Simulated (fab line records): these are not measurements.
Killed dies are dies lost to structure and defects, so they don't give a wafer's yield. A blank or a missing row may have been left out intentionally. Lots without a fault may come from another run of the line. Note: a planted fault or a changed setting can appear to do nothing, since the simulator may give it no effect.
Split-lot experiment ; flow n5 finfet ; 7 lots, 21 wafers read, on a route of 1938 steps

THE SPLIT ITSELF
At N5_BEOL_M5_ETCH_62 (etches SOC in N2/H2, target depth 75 nm, overetch 15 nm, time 112.5 s), the setting source w was moved away from the recipe's 840 W on 8 of the 21 wafers read, by -16.0% to -7.0%. All remaining wafers had this setting at the recipe value.

The reading comes from the split's own step.

THE READING
rf vpp V, in V, at N5_BEOL_M5_ETCH_62 (etches SOC in N2/H2, target depth 75 nm, overetch 15 nm, time 112.5 s). On this fab line, fault-free wafers typically give 523.7 V with a standard deviation of 2.5 V.

wafer;tool, chamber at the split;source w as run, W;against the recipe;rf vpp V, V;against lot-mates on the recipe
L075.1;rie diel-01, 1;780.8;-7.0%;533.7;+11.6
L075.5;rie diel-01, 2;840;recipe;522.1;-
L075.6;rie diel-01, 3;780.8;-7.0%;538.4;+16.3
L077.3;rie diel-03, 0;840;recipe;528.2;-
L077.5;rie diel-03, 1;771.6;-8.1%;537.4;+9.2
L077.6;rie diel-03, 0;771.6;-8.1%;543.9;+15.7
L080.1;rie diel-01, 3;840;recipe;525.2;-
L080.5;rie diel-01, 2;840;recipe;522.1;-
L080.6;rie diel-01, 3;840;recipe;524.7;-
L084.2;rie diel-04, 3;840;recipe;524.7;-
L084.3;rie diel-04, 0;840;recipe;524.7;-
L084.5;rie diel-04, 2;840;recipe;519.3;-
L085.1;rie diel-04, 2;739.1;-12.0%;542.0;+17.5
L085.2;rie diel-04, 1;840;recipe;524.5;-
L085.6;rie diel-04, 1;739.1;-12.0%;547.6;+23.1
L089.3;rie diel-03, 1;840;recipe;523.0;-
L089.5;rie diel-03, 3;840;recipe;522.1;-
L089.6;rie diel-03, 0;726.8;-13.5%;554.4;+31.9
L097.1;rie diel-04, 1;840;recipe;523.0;-
L097.2;rie diel-04, 3;705.7;-16.0%;554.2;+28.3
L097.6;rie diel-04, 2;840;recipe;528.8;-

THE FIT
A straight line over all 21 wafers: rf vpp V changes by -1.92 V for each +1% of source w; r = -0.97; the points scatter about the line by 2.9 V.
The same after taking each lot's own level away (the mean of its wafers on the recipe; 21 wafers): -1.86 V for each +1%; r = -0.96; scatter 2.9 V.
According to that fit, moving source w by its largest amount changes the reading by 30 V.
The lots' own levels span 522.10 to 528.20 V, that is 2.4 times the standard deviation above.
The two slopes are in agreement: the lot-to-lot level therefore moves the slope only a little.
Check: with one of the wafers moved furthest among these (-16.0%) left out of the fit, the line predicts +30.1 V for it against its lot-mates. Against them it came out at +28.3 V.
Tool readings at the split's step, against how far the setting was moved: rf vpp V r = -0.97.

THE OTHER SPLITS THESE WAFERS WENT THROUGH
Other splits were also applied to these wafers ahead of the reading. Each is held against what the fit with the lots' levels taken away leaves over:
other split on the same wafers;wafers away from the commonest value;r with rf vpp V (lot level and that fit taken away)
N5_BEOL_M1_COAT_05 spin rpm;2;-0.17
N5_BEOL_M2_EXPOSE_25 dose mj;7;+0.19
N5_BEOL_M3_EXPOSE_08 dose mj;5;+0.04
N5_BEOL_M3_ETCH_64 time s;7;-0.44
N5_BEOL_M4_PECVD_72 temp c;6;-0.24
N5_BEOL_M4_COAT_73 spin rpm;6;+0.18

THE FILE'S OWN FIT
rf vpp V changes by -1.9 V for each +1% of source w, r = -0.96.
